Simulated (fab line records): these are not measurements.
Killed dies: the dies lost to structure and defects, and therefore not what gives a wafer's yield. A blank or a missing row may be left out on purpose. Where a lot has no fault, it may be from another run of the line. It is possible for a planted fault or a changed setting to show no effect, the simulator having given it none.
A single fault, viewed from 3 desks + flow n5-finfet + each desk holds nothing but its own numbers, with what lay behind them at the end

== AT THE METROLOGY DESK ==
What the gauges read for every lot (on any tool): the sampled wafers with a number, averaged. Any lot whose mean is over 4 standard deviations away from the usual mean is out of limits and marked OUT; that distance is given in the brackets. It has 12 readings, of which 7 appear: the earliest out of limits, and the ones furthest out on some lot.
Columns: A = PWELL_OVL at N5_WELL_APT_OVL_MEAS_26, usual -4 nm; B = cd-nm at N5_PMOS_HMC_CHANNEL_EPI_CD_MEAS_09, usual 237.4 nm; C = DIBL_N at N5_BEOL_M4_RC_MEAS_101, usual 36.5 mV/V; D = DIBL_P at N5_BEOL_M4_RC_MEAS_101, usual 36.9 mV/V; E = IOFF_N at N5_BEOL_M4_RC_MEAS_101, usual 0.163 nA/um; F = SS_N at N5_BEOL_M4_RC_MEAS_101, usual 71.6 mV/dec; G = SS_P at N5_BEOL_M4_RC_MEAS_101, usual 73.4 mV/dec
| lot  | first seen here | A  | B               | C    | D    | E     | F    | G    |
|------|-----------------|----|-----------------|------|------|-------|------|------|
| L467 | day 1 20:59     | -4 | 238.2           | 36.1 | 37.3 | 0.163 | 71.7 | 73.9 |
| L469 | day 2 09:16     | 3  | 238.1           | 36.4 | 37.8 | 0.167 | 71.4 | 73.4 |
| L476 | day 4 02:47     | -4 | 236.7           | 35.8 | 35.5 | 0.149 | 71.1 | 73.0 |
| L477 | day 4 09:06     | -6 | 237.0           | 36.6 | 37.7 | 0.173 | 71.9 | 73.7 |
| L478 | day 4 15:11     | -9 | 236.4           | 36.5 | 36.7 | 0.163 | 71.3 | 73.3 |
| L483 | day 5 20:51     | -9 | 246.3 (+10) OUT | 37.1 | 39.1 | 0.185 | 72.0 | 73.6 |
| L484 | day 6 02:50     | -1 | 237.3           | 38.2 | 39.5 | 0.173 | 72.0 | 73.8 |
| L487 | day 6 21:10     | -6 | 246.7 (+11) OUT | 33.2 | 33.4 | 0.122 | 70.2 | 72.3 |
| L489 | day 7 08:58     | 6  | 237.2           | 37.8 | 36.2 | 0.193 | 72.1 | 74.2 |
This desk's verdict: out of limits on L483, L487, starting with L483 at day 5 23:30 (cd-nm at N5_PMOS_HMC_CHANNEL_EPI_CD_MEAS_09). L467, L469, L476, L477, L478, L484, L489: within limits.

== AT THE TOOL OWNER'S DESK: litho-track-03 ==
The tool's own readings at N5_PMOS_HMC_CHANNEL_EPI_PEB_07 (peb time 60 s): means of the sampled wafers that have a number, for each lot that ran on this tool. Any lot whose mean is over 4 standard deviations away from the usual mean is out of limits and marked OUT; that distance is given in the brackets.
Columns: A = heater-power-total-W at N5_PMOS_HMC_CHANNEL_EPI_PEB_07, usual 175.2 W; B = plate-temp-C at N5_PMOS_HMC_CHANNEL_EPI_PEB_07, usual 109.99 C
| lot  | first seen here | A                | B                |
|------|-----------------|------------------|------------------|
| L467 | day 1 23:37     | 175.2            | 109.92           |
| L476 | day 4 05:19     | 175.5            | 110.03           |
| L477 | day 4 11:20     | 175.5            | 109.99           |
| L478 | day 4 17:23     | 174.3            | 110.15           |
| L483 | day 5 23:26     | 179.9            | 113.05 (+28) OUT |
| L487 | day 6 23:26     | 182.1 (+4.3) OUT | 112.94 (+27) OUT |
This desk's verdict: out of limits on L483, L487, starting with L483 at day 5 23:26 (plate-temp-C at N5_PMOS_HMC_CHANNEL_EPI_PEB_07). L467, L476, L477, L478: within limits.

== THE DEFECT DESK ==
Lot by lot, what the route's inspections counted, given as the mean of those sampled wafers with a number. Any lot whose mean is over 4 standard deviations away from the usual mean is out of limits and marked OUT; that distance is given in the brackets.
Columns: A = raw-defect-count at N5_START_INSPECT_01, usual 5.4
| lot  | first seen here | A   |
|------|-----------------|-----|
| L467 | day 1 18:02     | 6.3 |
| L469 | day 2 06:02     | 5.7 |
| L476 | day 4 00:02     | 6.3 |
| L477 | day 4 06:02     | 6.0 |
| L478 | day 4 12:02     | 5.7 |
| L483 | day 5 18:02     | 6.0 |
| L484 | day 6 00:02     | 7.0 |
| L487 | day 6 18:02     | 4.7 |
| L489 | day 7 06:02     | 4.7 |
This desk found nothing out of limits on any of the 9 lots.

== ALL TOGETHER ==
An alarm could have come from the tool owner's desk at day 5 23:26, on L483, L487.
An alarm was possible from the metrology desk at day 5 23:30, on L483, L487.
Nothing the defect desk looked at was out of limits.
The defect desk has L483, L487 on record, within its limits.
All the named lots went through N5_PMOS_HMC_CHANNEL_EPI_PEB_07 on litho-track-03.

== WHAT THE SIMULATOR PUT IN ==
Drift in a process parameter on litho-track-03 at N5_PMOS_HMC_CHANNEL_EPI_PEB_07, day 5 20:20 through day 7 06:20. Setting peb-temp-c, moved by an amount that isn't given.
Struck lots among those shown: L483, L487.
Fault start to first reading out of limits, in hours, per desk: tool owner, 3; metrology, 3.
